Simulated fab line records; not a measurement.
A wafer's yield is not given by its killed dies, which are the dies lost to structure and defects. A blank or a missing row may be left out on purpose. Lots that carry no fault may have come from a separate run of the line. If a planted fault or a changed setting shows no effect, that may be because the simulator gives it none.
Which tool is to blame?	flow n5_finfet	6 lots with 17 wafers sampled at 4 steps, on a route of 1938 steps

== WHAT THE GAUGES READ, wafer by wafer ==
N5_MIM_TOP_LITHO_OVL_MEAS_11.
lot	measured	on	MIM_TOP_OVL (nm)
L114	day 13 00:53	overlay-02	3 0 3
L116	day 13 18:47	overlay-01	-2 4 -4
L121	day 13 21:01	overlay-01	-2 -7 -11
L120	day 13 23:20	overlay-01	0 4 5
L125	day 14 14:42	overlay-01	-5 -1
L131	day 17 02:04	overlay-02	0 2 -3

== TOOL THAT RAN EACH LOT (tool first, then ch and the chambers of the sampled wafers, then the start) ==
lot	N5_PASSIVATION_PECVD_00	N5_MIM_TOP_ALD_02	N5_MIM_TOP_LITHO_EXPOSE_05
L114	pecvd-03 ch 0,1, day 12 21:51	ald_hk-02 ch 0,1,3, day 13 00:41 or earlier	krf_scanner-01 ch 0, day 13 00:41
L116	pecvd-01 ch 0,2, day 13 15:27	ald_hk-02 ch 1,2,3, day 13 18:35 or earlier	krf_scanner-01 ch 0, day 13 18:35
L121	pecvd-03 ch 0,1, day 13 17:46	ald_hk-03 ch 0,2,3, day 13 20:49 or earlier	krf_scanner-01 ch 0, day 13 20:49
L120	pecvd-01 ch 1,2, day 13 20:38	ald_hk-01 ch 0,3, day 13 23:08 or earlier	krf_scanner-01 ch 0, day 13 23:08
L125	pecvd-04 ch 0,1, day 14 11:19	ald_hk-01 ch 0,3, day 14 14:31 or earlier	krf_scanner-02 ch 0, day 14 14:31
L131	pecvd-01 ch 0,1,2, day 16 22:50	ald_hk-02 ch 0,3, day 17 01:52 or earlier	krf_scanner-01 ch 0, day 17 01:52
- N5_PASSIVATION_PECVD_00: deposits SiO2 from SiH4/N2O, target thk 200 nm, time 11.2 s.
- N5_MIM_TOP_ALD_02: deposits Al2O3, purge time 3 s, co reactant pulse time 3 s.
- N5_MIM_TOP_LITHO_EXPOSE_05: exposes mask MIM TOP, target cd 2000 nm.

== THE ANSWER, worked out from the rows above alone ==
Rule: the usual values come from the lots themselves. The widest of any qualifying gaps counts: lots, ordered by their means at a reading, are off when they make up no more than a third of the lots, leave a main group of 4 or more, and stand apart from it by 3 or more times the standard deviation of that group's means. If all means in a main group match to the digits the tables above print for the reading, that group is not used. A lot without any number at a reading at which 4 lots or more have one is off too. Any other lot the step has rows for is counted as sound.
Across all readings shown, no lot is off: no conclusion can be drawn from this.

== WHAT THE SIMULATOR HAD PUT IN ==
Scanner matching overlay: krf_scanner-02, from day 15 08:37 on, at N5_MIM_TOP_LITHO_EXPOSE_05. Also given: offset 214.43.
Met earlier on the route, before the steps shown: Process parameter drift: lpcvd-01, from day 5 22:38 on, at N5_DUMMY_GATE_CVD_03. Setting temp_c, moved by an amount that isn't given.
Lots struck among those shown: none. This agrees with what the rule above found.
